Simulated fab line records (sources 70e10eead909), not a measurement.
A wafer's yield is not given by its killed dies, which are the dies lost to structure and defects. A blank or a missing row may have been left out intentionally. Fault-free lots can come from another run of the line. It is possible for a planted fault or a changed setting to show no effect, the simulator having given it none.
fab line records	flow nand_harc
record: lots: 24	wafers: 72	last_day: 33
route steps=1302 shown A_CONTACT@1083 A_M1@1180
lots with no fault: from the same line, run without faults
start_h: the number of hours between the record's first day and the start of the first shown wafer of the lot	wait_h: time in hours since the lot's previous step	" identical to the entry in the row above	L1.1+2: a row that stands for several wafers	- no value present, or no start provided	* or withheld: withheld	< > ~ a bound
route shown NAME@n: NAME is a module with steps in the file, n the number in the route of the first one	usual: the fault-free wafers' mean and standard deviation	same: alike in all rows	chamber/n: place in a boat	sites: the reading at each site	_std_site: their standard deviation	_edge_site: the outer-site mean with the inner-site mean subtracted	radius_mm: for every site, how far away it sits from the centre of the wafer	mask NAME#n: copy n	behind: the most recent tool/chamber to have shaped the wafer	hold: reason for holding the lot/hours on hold/outcome of the hold	device: which transistor (n, p or np) failed to switch	end of line: tests of these same wafers at the route's end	a step given without rows: its recipe and nothing more	killed: dies that structure and defects cost at the first sort, which is not the same as the wafer's yield	map: a wafer's dies, x killed, . not, _ none there
set.NAME: setting as actually run; set.NAME@STEP: the setting as run at that earlier step	model.NAME: the simulator's own value behind a step, which no gauge read
the route's steps for a sample of lots (tables are steps, rows are wafers)
services: a tool's chamber out of use, with start hour (start_h, from the record's first day; less than 0 if before it), hours out, and reason
== steps ==
step: NHARC_A_CONTACT_ETCH_89
recipe: target_depth_a: 2600	over_etch_frac: 0.3	time_s: 475.3	ion_energy_ev: 200	n2_flow_sccm: 150	h2_flow_sccm: 150	ar_flow_sccm: 0	rf_w: 400	bias_w: 150	chemistry: N2/H2
usual: bias_w: 150.0/0.44	drypump_motor_current_A: 5.8/0.38	oes_product_au: 0.995/0.012	rf_vpp_V: 429/3.2	showerhead_plenum_p_Torr: 1.98/0.11	throttle_valve_pct: 14.172/0.0081
lot.wafer	tool	chamber	start_h	wait_h	bias_w	drypump_motor_current_A	oes_product_au	rf_hours_counter_h	rf_vpp_V	showerhead_plenum_p_Torr	throttle_valve_pct
L075.1	rie_diel-02	3	-	-	149.8	5.9	0.994	18	426	1.91	14.178
L075.2	"	0	"	"	149.9	6.0	0.991	17	434	2.17	14.180
L075.5	"	3	"	"	150.0	5.9	0.996	-	428	1.91	14.166
L074.4	rie_diel-06	0	-	-	149.7	5.8	1.001	11	432	2.09	14.176
L074.1	"	3	"	"	150.0	6.0	1.011	12	430	2.08	14.173
L074.6	"	0	"	"	149.4	5.8	1.000	-	432	2.09	14.185
L076.1	rie_diel-02	2	-	-	150.1	5.8	1.016	22	427	1.89	14.179
L076.3	"	0	"	"	149.5	6.0	0.990	22	433	2.16	14.163
L076.2	"	1	"	"	149.9	5.7	1.004	16	426	1.90	14.174
L078.2	rie_diel-02	2	-	-	149.5	5.8	1.025	26	425	1.89	14.179
L078.6	"	2	"	"	149.4	5.8	1.012	-	426	1.89	14.169
L078.5	"	3	"	"	150.1	5.9	0.988	-	427	1.91	14.179
L077.1	rie_diel-02	3	-	-	150.4	5.9	0.996	25	428	1.91	14.182
L077.2	"	2	"	"	149.9	5.8	1.014	27	427	1.89	14.159
L077.5	"	3	"	"	150.3	5.9	0.983	-	427	1.91	14.170
L079.1	rie_diel-01	3	-	-	150.7	5.2	0.986	3	427	1.91	14.180
L079.6	"	2	"	"	150.4	5.7	0.999	-	427	1.94	14.172
L079.5	"	3	"	"	150.8	5.2	0.983	-	427	1.91	14.162
L081.3	rie_diel-01	1	-	-	150.4	6.4	0.975	6	431	2.08	14.169
L081.2	"	3	"	"	149.6	5.2	0.992	4	427	1.91	14.164
L081.6	"	3	"	"	149.6	5.2	0.984	-	427	1.91	14.182
L080.3	rie_diel-06	2	-	-	149.8	5.2	0.995	29	435	2.19	14.157
L080.4	"	3	"	"	150.1	6.0	1.010	28	431	2.08	14.165
L080.6	"	1	"	"	149.3	6.8	0.989	-	433	2.17	14.173
L082.1	rie_diel-02	0	-	-	150.1	6.0	1.001	1	433	2.16	14.169
L082.2	"	2	"	"	149.9	5.8	1.005	2	426	1.88	14.189
L082.6	"	0	"	"	150.6	6.0	0.995	-	434	2.16	14.163
L083.1	rie_diel-01	2	-	-	150.2	5.7	0.987	7	429	1.93	14.164
L083.2	"	3	"	"	149.7	5.2	0.983	14	426	1.90	14.169
L083.6	"	0	"	"	149.6	5.1	0.990	-	430	1.99	14.177
L084.4	rie_diel-01	2	-	-	150.4	5.7	1.011	10	427	1.93	14.182
L084.3	"	3	"	"	148.6	5.2	0.987	18	429	1.90	14.172
L084.5	"	0	"	"	150.5	5.1	0.997	-	429	1.99	14.168
L085.2	rie_diel-02	1	-	-	150.2	5.7	1.001	8	427	1.90	14.167
L085.4	"	3	"	"	150.3	5.9	0.982	5	428	1.90	14.166
L085.6	"	1	"	"	149.9	5.7	1.006	-	426	1.90	14.168
L086.4	rie_diel-02	1	-	-	150.1	5.7	0.998	8	426	1.90	14.173
L086.3	"	3	"	"	149.3	5.9	0.993	6	426	1.90	14.165
L086.6	"	0	"	"	149.8	6.0	0.993	-	435	2.16	14.183
L088.1	rie_diel-02	1	-	-	150.6	5.7	0.996	13	427	1.90	14.182
L088.4	"	2	"	"	150.5	5.8	0.997	13	427	1.88	14.182
L088.3	"	3	"	"	150.1	5.9	0.986	11	426	1.90	14.174
L087.4	rie_diel-02	2	-	-	150.3	5.8	1.001	14	425	1.88	14.171
L087.3	"	3	"	"	149.8	5.9	0.991	12	426	1.90	14.169
L087.1	"	0	"	"	150.3	6.0	1.003	14	435	2.16	14.171
L089.4	rie_diel-06	1	-	-	150.0	6.8	0.999	54	434	2.16	14.180
L089.1	"	3	"	"	149.9	6.1	1.010	60	430	2.06	14.158
L089.3	"	0	"	"	150.0	5.8	0.998	55	431	2.08	14.181
L091.3	rie_diel-02	0	-	-	150.2	6.0	0.992	15	433	2.16	14.172
L091.6	"	1	"	"	149.7	5.7	1.005	-	426	1.90	14.164
L091.5	"	2	"	"	150.1	5.8	0.999	-	424	1.88	14.165
L090.4	rie_diel-02	2	-	-	150.3	5.8	1.016	17	427	1.88	14.167
L090.1	"	3	"	"	150.3	5.9	0.985	14	427	1.90	14.178
L090.3	"	1	"	"	149.3	5.7	0.998	16	427	1.90	14.175
L093.4	rie_diel-02	1	-	-	149.8	5.7	1.009	20	427	1.90	14.178
L093.1	"	0	"	"	149.4	6.0	1.003	19	433	2.15	14.175
L093.6	"	1	"	"	150.2	5.7	1.010	-	427	1.89	14.168
L092.1	rie_diel-02	2	-	-	149.7	5.8	1.020	23	425	1.88	14.157
L092.2	"	0	"	"	150.6	6.0	0.992	21	434	2.15	14.183
L092.5	"	2	"	"	149.8	5.8	0.998	-	426	1.88	14.174
L094.1	rie_diel-01	2	-	-	150.5	5.7	0.991	44	429	1.92	14.165
L094.2	"	0	"	"	150.2	5.1	0.993	51	430	1.98	14.182
L094.5	"	2	"	"	150.2	5.7	0.980	-	427	1.92	14.175
L096.3	rie_diel-02	1	-	-	150.2	5.7	1.005	27	426	1.89	14.172
L096.4	"	2	"	"	149.8	5.8	1.003	27	425	1.88	14.184
L096.2	"	0	"	"	150.7	6.0	0.989	25	433	2.15	14.190
L097.1	rie_diel-02	3	-	-	149.8	5.9	0.983	24	425	1.90	14.149
L097.3	"	2	"	"	149.5	5.8	0.994	28	427	1.88	14.172
L097.6	"	0	"	"	150.4	6.0	0.987	-	434	2.15	14.161
L095.4	rie_diel-01	3	-	-	149.9	5.2	0.974	57	428	1.89	14.165
L095.1	"	2	"	"	150.2	5.7	0.997	51	427	1.92	14.177
L095.5	"	0	"	"	149.0	5.0	0.999	-	430	1.97	14.174
step: NHARC_A_CONTACT_ETCH_136
recipe: source_w: withheld	pressure_mtorr: 20	bias_v: 1200	time_s: 311	target_depth_a: 19120	ar_flow_sccm: withheld	c4f8_flow_sccm: withheld	o2_flow_sccm: withheld	chemistry: C4F8/O2/Ar
lot.wafer	tool	chamber	start_h	wait_h	rf_hours_counter_h
L075.1	har_cap_etch-01	1	524.27	0.2	2
L075.2	"	0	"	"	2
L075.5	"	1	"	"	-
L074.1	har_cap_etch-03	0	527.46	0.2	45
L074.4	"	0	"	"	-
L074.6	"	1	"	"	-
L076.1	har_cap_etch-01	1	544.79	0.2	5
L076.2	"	0	"	"	5
L076.3	"	0	"	"	-
L078.2	har_cap_etch-02	0	560.73	0.2	96
L078.5	"	1	"	"	-
L078.6	"	0	"	"	-
L077.2	har_cap_etch-02	0	565.89	0.2	97
L077.1	"	1	"	"	97
L077.5	"	0	"	"	-
L079.1	har_cap_etch-03	0	574.20	0.2	56
L079.5	"	1	"	"	-
L079.6	"	0	"	"	-
L081.2	har_cap_etch-01	1	576.25	0.2	12
L081.3	"	1	"	"	-
L081.6	"	1	"	"	-
L080.3	har_cap_etch-03	0	577.82	0.2	-
L080.4	"	1	"	"	-
L080.6	"	0	"	"	-
L082.2	har_cap_etch-03	1	585.75	0.2	59
L082.1	"	0	"	"	59
L082.6	"	1	"	"	-
L083.2	har_cap_etch-03	0	601.31	0.2	60
L083.1	"	1	"	"	60
L083.6	"	0	"	"	-
L084.4	har_cap_etch-02	1	616.22	0.2	-
L084.3	"	0	"	"	-
L084.5	"	1	"	"	-
L085.2	har_cap_etch-02	1	631.93	0.2	109
L085.4	"	1	"	"	-
L085.6	"	1	"	"	-
L086.4	har_cap_etch-03	1	633.71	0.2	-
L086.3	"	0	"	"	-
L086.6	"	0	"	"	-
L088.1	har_cap_etch-02	0	652.13	0.2	115
L088.3	"	0	"	"	-
L088.4	"	1	"	"	-
L087.1	har_cap_etch-01	0	653.70	0.2	29
L087.4	"	1	"	"	-
L087.3	"	0	"	"	-
L089.1	har_cap_etch-02	1	659.05	0.3	116
L089.4	"	0	"	"	-
L089.3	"	1	"	"	-
L091.3	har_cap_etch-03	0	664.93	0.2	-
L091.6	"	0	"	"	-
L091.5	"	1	"	"	-
L090.1	har_cap_etch-02	0	666.54	0.2	117
L090.4	"	0	"	"	-
L090.3	"	1	"	"	-
L093.1	har_cap_etch-03	0	700.11	0.2	76
L093.4	"	1	"	"	-
L093.6	"	1	"	"	-
L092.2	har_cap_etch-02	0	709.22	0.2	122
L092.1	"	1	"	"	122
L092.5	"	0	"	"	-
L094.1	har_cap_etch-01	1	716.92	0.2	41
L094.2	"	0	"	"	41
L094.5	"	0	"	"	-
L096.2	har_cap_etch-01	1	726.77	0.2	42
L096.3	"	1	"	"	-
L096.4	"	0	"	"	-
L097.1	har_cap_etch-03	1	729.40	0.2	83
L097.3	"	0	"	"	-
L097.6	"	1	"	"	-
L095.1	har_cap_etch-02	0	730.33	0.2	127
L095.4	"	0	"	"	-
L095.5	"	1	"	"	-
step: NHARC_A_CONTACT_ETCH_139
recipe: source_w: withheld	pressure_mtorr: 20	bias_v: 400	time_s: 195	target_depth_a: 8400	ar_flow_sccm: withheld	c4f8_flow_sccm: 11.5	o2_flow_sccm: 7.2	chemistry: C4F8/O2/Ar
lot.wafer	tool	chamber	start_h	wait_h	rf_hours_counter_h
L075.1	har_cap_etch-01	1	525.09	0.2	3
L075.2	"	0	"	"	3
L075.5	"	1	"	"	-
L074.1	har_cap_etch-03	0	528.27	0.2	46
L074.4	"	0	"	"	-
L074.6	"	1	"	"	-
L076.1	har_cap_etch-01	1	545.60	0.2	6
L076.2	"	0	"	"	6
L076.3	"	0	"	"	-
L078.2	har_cap_etch-02	0	561.56	0.2	97
L078.5	"	1	"	"	-
L078.6	"	0	"	"	-
L077.2	har_cap_etch-02	0	566.71	0.2	98
L077.1	"	1	"	"	98
L077.5	"	0	"	"	-
L079.1	har_cap_etch-03	0	575.02	0.2	57
L079.5	"	1	"	"	-
L079.6	"	0	"	"	-
L081.2	har_cap_etch-01	1	577.07	0.2	13
L081.3	"	1	"	"	-
L081.6	"	1	"	"	-
L080.3	har_cap_etch-03	0	578.63	0.2	-
L080.4	"	1	"	"	-
L080.6	"	0	"	"	-
L082.2	har_cap_etch-03	1	586.56	0.2	59
L082.1	"	0	"	"	59
L082.6	"	1	"	"	-
L083.2	har_cap_etch-03	0	602.12	0.2	61
L083.1	"	1	"	"	61
L083.6	"	0	"	"	-
L084.4	har_cap_etch-02	1	617.04	0.2	-
L084.3	"	0	"	"	-
L084.5	"	1	"	"	-
L085.2	har_cap_etch-02	1	632.75	0.2	109
L085.4	"	1	"	"	-
L085.6	"	1	"	"	-
L086.4	har_cap_etch-03	1	634.52	0.2	-
L086.3	"	0	"	"	-
L086.6	"	0	"	"	-
L088.1	har_cap_etch-02	0	652.95	0.2	115
L088.3	"	0	"	"	-
L088.4	"	1	"	"	-
L087.1	har_cap_etch-01	0	654.52	0.2	30
L087.4	"	1	"	"	-
L087.3	"	0	"	"	-
L089.1	har_cap_etch-02	1	660.14	0.3	117
L089.4	"	0	"	"	-
L089.3	"	1	"	"	-
L091.3	har_cap_etch-03	0	665.75	0.2	-
L091.6	"	0	"	"	-
L091.5	"	1	"	"	-
L090.1	har_cap_etch-02	0	667.36	0.2	118
L090.4	"	0	"	"	-
L090.3	"	1	"	"	-
L093.1	har_cap_etch-03	0	700.93	0.2	77
L093.4	"	1	"	"	-
L093.6	"	1	"	"	-
L092.2	har_cap_etch-02	0	710.02	0.2	123
L092.1	"	1	"	"	123
L092.5	"	0	"	"	-
L094.1	har_cap_etch-01	1	717.74	0.2	42
L094.2	"	0	"	"	42
L094.5	"	0	"	"	-
L096.2	har_cap_etch-01	1	727.59	0.2	43
L096.3	"	1	"	"	-
L096.4	"	0	"	"	-
L097.1	har_cap_etch-03	1	730.21	0.2	84
L097.3	"	0	"	"	-
L097.6	"	1	"	"	-
L095.1	har_cap_etch-02	0	731.14	0.2	128
L095.4	"	0	"	"	-
L095.5	"	1	"	"	-
step: NHARC_A_M1_OVL_MEAS_10
recipe: pitch_nm: 240
usual: overlay_x_nm: 0.0/0.86	overlay_y_nm: -0.1/0.96
lot.wafer	tool	chamber	start_h	wait_h	overlay_x_nm	overlay_y_nm
L075.1	overlay-02	-	537.29	-	-1.3	0.0
L075.2	"	-	"	"	-1.0	0.2
L075.5	"	-	"	"	-1.5	0.2
L074.1	overlay-02	-	540.03	-	1.1	0.1
L074.4	"	-	"	"	0.9	0.6
L074.6	"	-	"	"	0.9	0.2
L076.1	overlay-01	-	557.73	-	1.3	-0.6
L076.2	"	-	"	"	1.7	-0.4
L076.3	"	-	"	"	1.4	0.2
L078.2	overlay-02	-	574.79	-	-0.5	0.3
L078.5	"	-	"	"	-0.4	0.3
L078.6	"	-	"	"	0.5	0.5
L077.1	overlay-01	-	583.54	-	0.4	0.0
L077.2	"	-	"	"	0.3	0.2
L077.5	"	-	"	"	0.5	0.4
L079.1	overlay-02	-	587.85	-	-0.2	-0.7
L079.5	"	-	"	"	0.2	-0.5
L079.6	"	-	"	"	-0.9	-1.3
L081.2	overlay-02	-	589.81	-	0.5	-2.0
L081.3	"	-	"	"	0.8	-2.2
L081.6	"	-	"	"	0.8	-2.1
L080.3	overlay-02	-	592.90	-	0.9	-0.9
L080.4	"	-	"	"	0.6	-0.8
L080.6	"	-	"	"	0.7	-1.2
L082.1	overlay-01	-	599.09	-	-0.3	-0.7
L082.2	"	-	"	"	-0.5	-0.7
L082.6	"	-	"	"	0.2	-0.8
L083.1	overlay-01	-	614.04	-	-0.8	0.0
L083.2	"	-	"	"	-1.0	0.2
L083.6	"	-	"	"	-0.4	0.1
L084.3	overlay-01	-	628.64	-	1.0	0.4
L084.4	"	-	"	"	1.3	0.3
L084.5	"	-	"	"	1.0	1.3
L085.2	overlay-02	-	645.29	-	-0.5	0.5
L085.4	"	-	"	"	-0.1	0.2
L085.6	"	-	"	"	-0.8	-0.1
L086.3	overlay-02	-	646.79	-	-0.4	2.6
L086.4	"	-	"	"	0.7	2.0
L086.6	"	-	"	"	0.4	2.1
L088.1	overlay-02	-	664.94	-	-0.5	0.9
L088.3	"	-	"	"	-0.6	0.2
L088.4	"	-	"	"	-0.4	0.8
L087.1	overlay-02	-	666.54	-	-1.4	1.0
L087.3	"	-	"	"	-1.2	0.0
L087.4	"	-	"	"	-1.1	0.7
L089.1	overlay-02	-	673.05	-	0.9	-1.4
L089.3	"	-	"	"	0.9	-1.5
L089.4	"	-	"	"	0.7	-1.4
L091.3	overlay-01	-	677.88	-	1.8	0.5
L091.5	"	-	"	"	1.2	0.0
L091.6	"	-	"	"	0.9	0.3
L090.1	overlay-02	-	679.38	-	0.9	-0.2
L090.3	"	-	"	"	0.8	-0.2
L090.4	"	-	"	"	0.5	-0.2
L093.1	overlay-02	-	713.12	-	-0.8	1.4
L093.4	"	-	"	"	-0.7	1.4
L093.6	"	-	"	"	-0.2	0.8
L092.1	overlay-01	-	722.43	-	-1.0	-0.8
L092.2	"	-	"	"	-0.8	0.0
L092.5	"	-	"	"	-0.6	-0.8
L094.1	overlay-01	-	729.93	-	-0.4	-1.0
L094.2	"	-	"	"	-0.4	-1.0
L094.5	"	-	"	"	-0.8	-0.8
L096.2	overlay-02	-	740.11	-	-1.1	-0.9
L096.3	"	-	"	"	-0.5	-0.5
L096.4	"	-	"	"	-0.3	-1.2
L097.1	overlay-01	-	742.01	-	-1.0	-1.2
L097.3	"	-	"	"	-0.7	-0.8
L097.6	"	-	"	"	-0.8	-1.9
L095.1	overlay-01	-	743.23	-	-0.8	1.5
L095.4	"	-	"	"	-0.8	1.4
L095.5	"	-	"	"	-1.5	0.4
step: NHARC_A_M1_ETCH_15
recipe: target_depth_a: 1825	time_s: 91.2	c4f8_flow_sccm: withheld	ar_flow_sccm: 400	rf_w: 600	bias_w: 300	chemistry: C4F8/Ar
usual: bias_w: 300.0/0.79	oes_product_au: 0.948/0.021	rf_vpp_V: 441/3.1
lot.wafer	tool	chamber	start_h	wait_h	bias_w	oes_product_au	rf_hours_counter_h	rf_vpp_V
L075.2	rie_diel-05	2	-	-	299.7	0.928	8.0	442
L075.1	"	3	"	"	299.8	0.915	8.1	438
L075.5	"	1	"	"	299.2	0.945	-	445
L074.1	rie_diel-11	0	-	-	299.1	0.928	2.4	445
L074.4	"	1	"	"	300.0	0.919	2.4	439
L074.6	"	2	"	"	300.3	0.928	-	436
L076.3	rie_diel-08	2	-	-	300.2	0.980	0.7	440
L076.1	"	0	"	"	300.1	0.959	0.5	440
L076.2	"	1	"	"	298.1	0.962	0.4	439
L078.2	rie_diel-11	0	-	-	299.5	0.922	3.5	444
L078.6	"	0	"	"	299.4	0.912	-	445
L078.5	"	2	"	"	299.8	0.922	-	437
L077.1	rie_diel-11	2	-	-	300.1	0.944	4.1	436
L077.2	"	0	"	"	299.4	0.947	4.2	445
L077.5	"	2	"	"	299.6	0.957	-	437
L079.1	rie_diel-11	3	-	-	300.0	0.926	4.3	445
L079.5	"	2	"	"	298.8	0.928	-	437
L079.6	"	3	"	"	300.3	0.937	-	446
L081.3	rie_diel-11	3	-	-	299.4	0.942	4.4	447
L081.2	"	0	"	"	299.1	0.925	4.4	445
L081.6	"	2	"	"	299.0	0.932	-	437
L080.4	rie_diel-05	1	-	-	300.3	0.970	0.0	443
L080.3	"	2	"	"	299.6	0.958	0.0	443
L080.6	"	3	"	"	298.4	0.956	-	439
L082.2	rie_diel-05	1	-	-	299.9	0.966	0.1	444
L082.1	"	2	"	"	300.1	0.976	0.1	444
L082.6	"	1	"	"	300.3	0.964	-	445
L083.2	rie_diel-05	2	-	-	300.6	0.983	1.9	441
L083.1	"	3	"	"	300.1	0.961	2.2	439
L083.6	"	1	"	"	300.7	0.975	-	443
L084.4	rie_diel-05	1	-	-	298.8	0.952	1.7	444
L084.3	"	2	"	"	302.9	0.978	2.3	444
L084.5	"	3	"	"	298.8	0.983	-	439
L085.4	rie_diel-05	3	-	-	299.4	0.965	3.4	439
L085.2	"	1	"	"	300.5	0.960	2.9	443
L085.6	"	3	"	"	299.5	0.956	-	439
L086.4	rie_diel-05	1	-	-	299.9	0.947	3.0	443
L086.3	"	0	"	"	300.1	0.951	2.9	439
L086.6	"	2	"	"	300.5	0.974	-	443
L088.4	rie_diel-08	3	-	-	301.0	0.921	7.8	444
L088.1	"	0	"	"	300.7	0.930	6.4	440
L088.3	"	2	"	"	300.1	0.930	6.5	442
L087.4	rie_diel-08	0	-	-	300.7	0.929	6.5	441
L087.1	"	1	"	"	300.2	0.901	6.5	439
L087.3	"	2	"	"	299.7	0.925	6.6	441
L089.4	rie_diel-11	2	-	-	299.1	0.947	1.8	436
L089.1	"	3	"	"	300.1	0.942	1.6	446
L089.3	"	0	"	"	299.0	0.943	1.7	446
L091.3	rie_diel-08	0	-	-	300.8	0.933	7.3	440
L091.6	"	1	"	"	300.3	0.918	-	438
L091.5	"	2	"	"	300.4	0.928	-	441
L090.3	rie_diel-11	3	-	-	300.3	0.988	2.1	446
L090.4	"	0	"	"	300.0	0.975	2.2	445
L090.1	"	2	"	"	300.4	0.967	2.3	435
L093.4	rie_diel-11	2	-	-	300.7	0.938	3.2	436
L093.1	"	3	"	"	299.1	0.938	2.9	444
L093.6	"	1	"	"	299.8	0.923	-	440
L092.1	rie_diel-05	0	-	-	299.7	0.945	8.3	438
L092.2	"	2	"	"	299.2	0.987	7.2	442
L092.5	"	3	"	"	300.5	0.982	-	439
L094.2	rie_diel-11	0	-	-	299.4	0.968	3.4	444
L094.1	"	1	"	"	299.8	0.956	3.5	440
L094.5	"	1	"	"	299.7	0.955	-	440
L096.3	rie_diel-11	1	-	-	300.8	0.975	3.7	441
L096.4	"	2	"	"	301.3	0.960	3.7	437
L096.2	"	3	"	"	300.3	0.981	3.5	445
L097.1	rie_diel-11	2	-	-	300.0	0.927	3.7	436
L097.3	"	1	"	"	300.1	0.909	3.8	441
L097.6	"	3	"	"	300.2	0.941	-	444
L095.4	rie_diel-08	1	-	-	300.8	0.972	0.2	438
L095.1	"	3	"	"	299.4	0.946	0.4	444
L095.5	"	0	"	"	300.7	0.975	-	440
step: NHARC_A_M1_DEGAS_29
recipe: temp_c: 250	time_s: 60
usual: heater_power_w: 318/30
lot.wafer	tool	chamber	start_h	wait_h	heater_power_w
L075.2	pvd_sputter-03	-	538.45	-	305
L075.1	"	-	"	"	286
L075.5	"	-	"	"	278
L074.4	pvd_sputter-02	-	541.20	-	299
L074.1	"	-	"	"	326
L074.6	"	-	"	"	303
L076.1	pvd_sputter-01	-	558.84	-	295
L076.3	"	-	"	"	304
L076.2	"	-	"	"	310
L078.2	pvd_sputter-01	-	575.94	-	376
L078.6	"	-	"	"	309
L078.5	"	-	"	"	384
L077.2	pvd_sputter-02	-	584.71	-	301
L077.1	"	-	"	"	314
L077.5	"	-	"	"	353
L079.1	pvd_sputter-02	-	589.46	-	362
L079.6	"	-	"	"	323
L079.5	"	-	"	"	297
L081.2	pvd_sputter-02	-	590.94	-	322
L081.3	"	-	"	"	289
L081.6	"	-	"	"	315
L080.3	pvd_sputter-03	-	594.03	-	283
L080.4	"	-	"	"	375
L080.6	"	-	"	"	313
L082.2	pvd_sputter-03	-	600.20	-	283
L082.1	"	-	"	"	285
L082.6	"	-	"	"	371
L083.1	pvd_sputter-01	-	615.15	-	300
L083.2	"	-	"	"	307
L083.6	"	-	"	"	367
L084.4	pvd_sputter-03	-	629.78	-	374
L084.3	"	-	"	"	290
L084.5	"	-	"	"	269
L085.4	pvd_sputter-01	-	646.40	-	298
L085.2	"	-	"	"	287
L085.6	"	-	"	"	306
L086.4	pvd_sputter-03	-	647.91	-	286
L086.3	"	-	"	"	380
L086.6	"	-	"	"	301
L088.1	pvd_sputter-01	-	666.05	-	285
L088.3	"	-	"	"	302
L088.4	"	-	"	"	371
L087.4	pvd_sputter-01	-	671.55	-	357
L087.1	"	-	"	"	281
L087.3	"	-	"	"	308
L089.4	pvd_sputter-01	-	674.17	-	281
L089.3	"	-	"	"	311
L089.1	"	-	"	"	370
L091.3	pvd_sputter-03	-	679.00	-	302
L091.5	"	-	"	"	372
L091.6	"	-	"	"	303
L090.1	pvd_sputter-01	-	680.51	-	318
L090.4	"	-	"	"	312
L090.3	"	-	"	"	372
L093.4	pvd_sputter-02	-	714.28	-	320
L093.1	"	-	"	"	336
L093.6	"	-	"	"	323
L092.2	pvd_sputter-02	-	723.56	-	354
L092.1	"	-	"	"	321
L092.5	"	-	"	"	317
L094.1	pvd_sputter-03	-	731.07	-	309
L094.2	"	-	"	"	301
L094.5	"	-	"	"	301
L096.3	pvd_sputter-03	-	741.27	-	279
L096.4	"	-	"	"	310
L096.2	"	-	"	"	302
L097.3	pvd_sputter-02	-	743.17	-	312
L097.1	"	-	"	"	318
L097.6	"	-	"	"	315
L095.1	pvd_sputter-01	-	744.35	-	301
L095.4	"	-	"	"	368
L095.5	"	-	"	"	310
== services ==
tool	chamber	start_h	hours	kind
pvd_sputter-02	-	507.69	1.9	repair
rie_diel-11	1	513.27	7.8	repair
pvd_sputter-03	-	526.08	10.0	pm
rie_diel-02	3	533.19	15.8	repair
rie_diel-08	-	544.80	9.0	pm
rie_diel-01	-	558.16	9.0	pm
rie_diel-08	2	559.72	1.6	repair
rie_diel-05	2	569.75	7.2	repair
rie_diel-02	-	571.27	9.0	pm
har_cap_etch-02	-	575.92	1.2	repair
pvd_sputter-01	-	582.00	10.0	pm
rie_diel-05	-	583.60	9.0	pm
har_cap_etch-02	-	592.77	0.2	repair
pvd_sputter-02	-	603.37	4.7	repair
rie_diel-11	-	609.50	9.0	pm
rie_diel-02	3	610.42	14.1	repair
rie_diel-11	3	621.92	5.1	repair
rie_diel-11	1	634.95	1.9	repair
pvd_sputter-02	-	638.00	10.0	pm
rie_diel-01	1	638.37	6.7	repair
pvd_sputter-02	-	648.99	3.2	repair
rie_diel-05	2	671.64	5.2	repair
pvd_sputter-03	-	704.08	10.0	pm
rie_diel-01	-	735.30	9.0	pm
== key ==
fault none
